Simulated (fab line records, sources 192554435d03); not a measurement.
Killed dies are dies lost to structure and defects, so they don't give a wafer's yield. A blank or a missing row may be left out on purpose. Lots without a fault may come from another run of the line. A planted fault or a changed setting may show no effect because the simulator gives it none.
Which tool did it? | flow n5_finfet | 12 lots, 36 wafers sampled, at 4 steps of a route of 1938

WHAT THE GAUGES READ, wafer by wafer
N5_BEOL_M15_CD_MEAS_10: target cd 360 nm. Usual: cd_nm 359.8 nm, standard deviation 1.5.
lot  | measured     | on        | cd_nm (nm)        | flag
L326 | day 11 09:47 | cd_sem-03 | 357.4 358.6 357.8 |
L327 | day 11 13:38 | cd_sem-02 | 359.3 359.6 359.8 |
L332 | day 13 01:59 | cd_sem-03 | 358.9 357.8 358.4 |
L333 | day 13 22:15 | cd_sem-03 | 359.7 359.6 360.2 |
L335 | day 13 14:31 | cd_sem-03 | 359.3 359.1 359.9 |
L336 | day 13 21:54 | cd_sem-02 | 358.0 357.8 358.2 |
L339 | day 13 20:57 | cd_sem-02 | 361.7 362.6 361.6 |
L340 | day 15 06:29 | cd_sem-01 | 358.9 358.9 359.8 |
L347 | day 16 12:02 | cd_sem-02 | 359.1 358.2 358.3 |
L346 | day 16 14:26 | cd_sem-02 | 361.0 360.6 361.1 |
L349 | day 17 00:09 | cd_sem-03 | 361.2 362.8 361.3 |
L348 | day 17 17:25 | cd_sem-01 | 361.4 363.6 362.5 |

N5_MIM_TOP_LITHO_CD_MEAS_08: target cd 2000 nm. Usual: cd_nm 2000.4 nm, standard deviation 1.4.
lot  | measured     | on        | cd_nm (nm)           | flag
L326 | day 11 18:41 | cd_sem-02 | 1999.2 1999.8 1999.7 |
L327 | day 11 21:56 | cd_sem-03 | 2000.6 1999.0 1999.9 |
L332 | day 13 17:20 | cd_sem-03 | 2001.1 1998.6 1998.3 |
L333 | day 14 11:22 | cd_sem-03 | 2001.9 2001.1 2001.9 |
L335 | day 14 00:19 | cd_sem-03 | 1998.6 1998.7 1998.2 |
L336 | day 14 10:10 | cd_sem-01 | 2003.2 2000.3 2000.9 |
L339 | day 14 07:41 | cd_sem-03 | 2001.1 2000.3 2001.8 |
L340 | day 15 17:11 | cd_sem-01 | 1999.9 2001.2 2000.5 |
L347 | day 16 22:08 | cd_sem-03 | 1999.1 2000.8 2002.3 |
L346 | day 16 22:22 | cd_sem-03 | 1999.9 2001.4 2001.6 |
L349 | day 17 09:40 | cd_sem-02 | 1997.8 1997.5 2000.2 |
L348 | day 18 01:51 | cd_sem-02 | 1998.5 1998.2 1999.1 |

N5_MIM_TOP_LITHO_OVL_MEAS_11. Usual: MIM_TOP_OVL -3 nm, standard deviation 5.6.
lot  | measured     | on         | MIM_TOP_OVL (nm) | flag
L326 | day 11 18:43 | overlay-01 | -7 0 4           |
L327 | day 11 21:58 | overlay-01 | -2 -8 4          |
L332 | day 13 17:22 | overlay-02 | -15 -8 -9        |
L333 | day 14 11:23 | overlay-01 | 8 -4 0           |
L335 | day 14 00:20 | overlay-01 | -3 -3 -3         |
L336 | day 14 10:12 | overlay-02 | -7 -7 3          |
L339 | day 14 07:43 | overlay-02 | 9 13 13          |
L340 | day 15 17:13 | overlay-02 | -4 -8 -4         |
L347 | day 16 22:10 | overlay-02 | -12 0 -3         |
L346 | day 16 22:23 | overlay-01 | -7 -3 -7         |
L349 | day 17 09:42 | overlay-02 | -2 6 10          |
L348 | day 18 01:53 | overlay-02 | 0 -8 -6          |

WHICH TOOL RAN EACH LOT (tool, then ch and the chambers of the sampled wafers, then the start)
lot  | N5_BEOL_M7_ALD_77
L326 | ald_metal-02 ch 2,3, day 9 02:51
L327 | ald_metal-01 ch 0,1,3, day 9 08:00
L332 | ald_metal-03 ch 2,3, day 10 20:44
L333 | ald_metal-02 ch 0,1, day 11 12:11
L335 | ald_metal-01 ch 0,1, day 11 12:21
L336 | ald_metal-03 ch 0,1,2, day 11 12:51
L339 | ald_metal-01 ch 1,2,3, day 11 16:47
L340 | ald_metal-03 ch 1,2, day 13 03:11
L347 | ald_metal-02 ch 1,3, day 14 06:08
L346 | ald_metal-01 ch 1,3, day 14 11:47
L349 | ald_metal-01 ch 0,1,2, day 14 17:28
L348 | ald_metal-01 ch 0,3, day 15 11:50
- N5_BEOL_M7_ALD_77: deposits TaN, target thk 2 nm, pulse time 2 s, purge time 3 s.

WHAT THE TOOLS THEMSELVES READ (means of the sampled wafers that have a number; where no wafer has one, the mark that the record gives instead)
N5_BEOL_M7_ALD_77. Usual: chamber_pressure_Torr 3.000 Torr, standard deviation 0.0069; heater_power_w 432 W, standard deviation 47; mfc_carrier_sccm 1499 sccm, standard deviation 5; precursor_vessel_pressure_torr 26.24 Torr, standard deviation 0.053; susceptor_temp_C 274.97 C, standard deviation 0.18.
lot  | tool         | chamber_pressure_Torr (Torr) | heater_power_w (W) | mfc_carrier_sccm (sccm) | precursor_vessel_pressure_torr (Torr) | susceptor_temp_C (C) | flag
L326 | ald_metal-02 | 3.002                        | 441                | 1497                    | 26.28                                 | 274.99               |
L327 | ald_metal-01 | 3.004                        | 450                | 1497                    | 26.20                                 | 274.99               |
L332 | ald_metal-03 | 2.998                        | 428                | 1501                    | 26.19                                 | 275.04               |
L333 | ald_metal-02 | 3.009                        | 411                | 1497                    | 26.23                                 | 274.97               |
L335 | ald_metal-01 | 2.996                        | 444                | 1502                    | 26.24                                 | 275.03               |
L336 | ald_metal-03 | 2.999                        | 452                | 1502                    | 26.28                                 | 274.87               |
L339 | ald_metal-01 | 3.002                        | 428                | 1499                    | 26.27                                 | 274.90               |
L340 | ald_metal-03 | 3.007                        | 472                | 1498                    | 26.20                                 | 274.75               |
L347 | ald_metal-02 | 2.998                        | 419                | 1497                    | 26.24                                 | 275.25               |
L346 | ald_metal-01 | 2.990                        | 482                | 1500                    | 26.26                                 | 274.97               |
L349 | ald_metal-01 | 3.004                        | 425                | 1497                    | 26.26                                 | 274.93               |
L348 | ald_metal-01 | 3.000                        | 403                | 1495                    | 26.24                                 | 274.99               |

THE ANSWER, worked out from the rows above alone
Rule: a lot is off if the mean of its wafers that have a number lies more than 3 standard deviations from the usual mean. A lot without any number at a reading at which 4 lots or more have one is off too. The other lots that the step has rows for count as sound. The gauges are gone through in route order, then the tools' own readings, and for those a lot's mean is taken as printed above. The first step at which some lot is off is used, and at that step the reading that is off furthest; a lot without a number counts as furthest.
No lot is off at any reading shown: from this, nothing can be told.

WHAT THE SIMULATOR HAD PUT IN
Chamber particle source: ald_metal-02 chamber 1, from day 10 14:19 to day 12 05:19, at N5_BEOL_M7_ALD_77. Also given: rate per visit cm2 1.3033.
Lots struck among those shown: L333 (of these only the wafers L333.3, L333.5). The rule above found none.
